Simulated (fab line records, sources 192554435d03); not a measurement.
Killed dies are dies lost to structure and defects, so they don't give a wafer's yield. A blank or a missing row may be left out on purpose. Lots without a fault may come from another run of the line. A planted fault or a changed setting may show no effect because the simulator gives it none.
Split-lot experiment | flow n5_finfet | 7 lots, 21 wafers read, on a route of 1938 steps

THE SPLIT
At N5_BEOL_M6_ETCH_62 (etches SOC in N2/H2, target depth 110 nm, overetch 22 nm, time 165 s), the setting bias_w was moved away from the recipe's 150 W on 9 of the 21 wafers read, by -15.1% to +12.0%. The other wafers ran this setting at the recipe's value.

The reading is taken at the split's own step.

THE READING
rf_vpp_V, in V, at N5_BEOL_M6_ETCH_62 (etches SOC in N2/H2, target depth 110 nm, overetch 22 nm, time 165 s). Fault-free wafers of this fab line usually give 523.9 V, standard deviation 2 V.

wafer  | tool, chamber at the split | bias_w as run, W | against the recipe | rf_vpp_V, V | against lot-mates on the recipe
L075.1 | rie_diel-02, 3             | 150              | recipe             | 526.7       | -
L075.3 | rie_diel-02, 1             | 134.1            | -10.6%             | 488.1       | -38.6
L075.6 | rie_diel-02, 2             | 134.1            | -10.6%             | 487.7       | -39.0
L080.1 | rie_diel-02, 3             | 127.3            | -15.1%             | 474.0       | -48.7
L080.2 | rie_diel-02, 2             | 150              | recipe             | 522.0       | -
L080.4 | rie_diel-02, 0             | 150              | recipe             | 523.4       | -
L082.2 | rie_diel-02, 1             | 150              | recipe             | 521.7       | -
L082.4 | rie_diel-02, 0             | 131.8            | -12.1%             | 482.8       | -39.7
L082.6 | rie_diel-02, 0             | 150              | recipe             | 523.2       | -
L091.2 | rie_diel-06, 2             | 150              | recipe             | 523.5       | -
L091.3 | rie_diel-06, 1             | 168              | +12.0%             | 557.2       | +33.3
L091.4 | rie_diel-06, 3             | 150              | recipe             | 524.3       | -
L097.1 | rie_diel-03, 0             | 132              | -12.0%             | 487.3       | -36.5
L097.2 | rie_diel-03, 3             | 150              | recipe             | 523.8       | -
L097.3 | rie_diel-03, 2             | 132              | -12.0%             | 482.3       | -41.5
L096.1 | rie_diel-02, 1             | 150              | recipe             | 521.1       | -
L096.4 | rie_diel-02, 0             | 135              | -10.0%             | 489.2       | -31.9
L096.5 | rie_diel-02, 1             | 135              | -10.0%             | 488.6       | -32.5
L095.2 | rie_diel-02, 2             | 150              | recipe             | 521.5       | -
L095.3 | rie_diel-02, 0             | 150              | recipe             | 524.1       | -
L095.4 | rie_diel-02, 1             | 150              | recipe             | 520.6       | -

THE FIT
A straight line over all 21 wafers: rf_vpp_V changes by +3.19 V for each +1% of bias_w; r = +1.00; the points scatter about the line by 1.9 V.
The same after taking each lot's own level away (the mean of its wafers on the recipe; 21 wafers): +3.21 V for each +1%; r = +1.00; scatter 2.1 V.
On that fit, the largest move of bias_w shifts the reading by 49 V.
The lots' own levels span 521.10 to 526.70 V, that is 2.8 times the standard deviation above.
So the lot-to-lot level changes the slope little: the two slopes agree.
Check: with one of the wafers moved furthest among these (-15.1%) left out of the fit, the line predicts -49.5 V for it against its lot-mates. It came out at -48.7 V against them.
Tool readings at the split's step, against how far the setting was moved: rf_vpp_V r = +1.00.

OTHER SPLITS ON THESE WAFERS
These wafers also went through other splits before the reading. Each is held against what the fit with the lots' levels taken away leaves over:
other split on the same wafers    | wafers away from the commonest value | r with rf_vpp_V (lot level and that fit taken away)
N5_BEOL_M2_TRENCH_ETCH_37 bias_w  | 5                                    | -0.13
N5_BEOL_M4_DESCUM_16 time_s       | 8                                    | -0.17
N5_BEOL_M4_COAT_76 spin_rpm       | 3                                    | -0.09
N5_BEOL_M4_TRENCH_ETCH_37 bias_w  | 7                                    | +0.36
N5_BEOL_M5_HM_DEP_02 target_thk_a | 6                                    | +0.00
N5_BEOL_M5_COAT_59 temp_c         | 7                                    | -0.10

THE WHOLE CHAIN: every reading that the file lists as answering this split, in the file's order
step               | what it does                                                         | reading                                                                          | change (the file's fit)                | r (the file's)
N5_BEOL_M6_ETCH_62 | etches SOC in N2/H2, target depth 110 nm, overetch 22 nm, time 165 s | rf_vpp_V                                                                         | +3.22 V for each +1% of the setting    | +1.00
N5_BEOL_M6_ETCH_62 | etches SOC in N2/H2, target depth 110 nm, overetch 22 nm, time 165 s | SiARC_of_BEOL_M6_COAT_60.thk_nm (the simulator's own value, which no gauge read) | -0.0884 nm for each +1% of the setting | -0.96

THE FILE'S OWN FIT
rf_vpp_V changes by +3.22 V for each +1% of bias_w, r = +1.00.
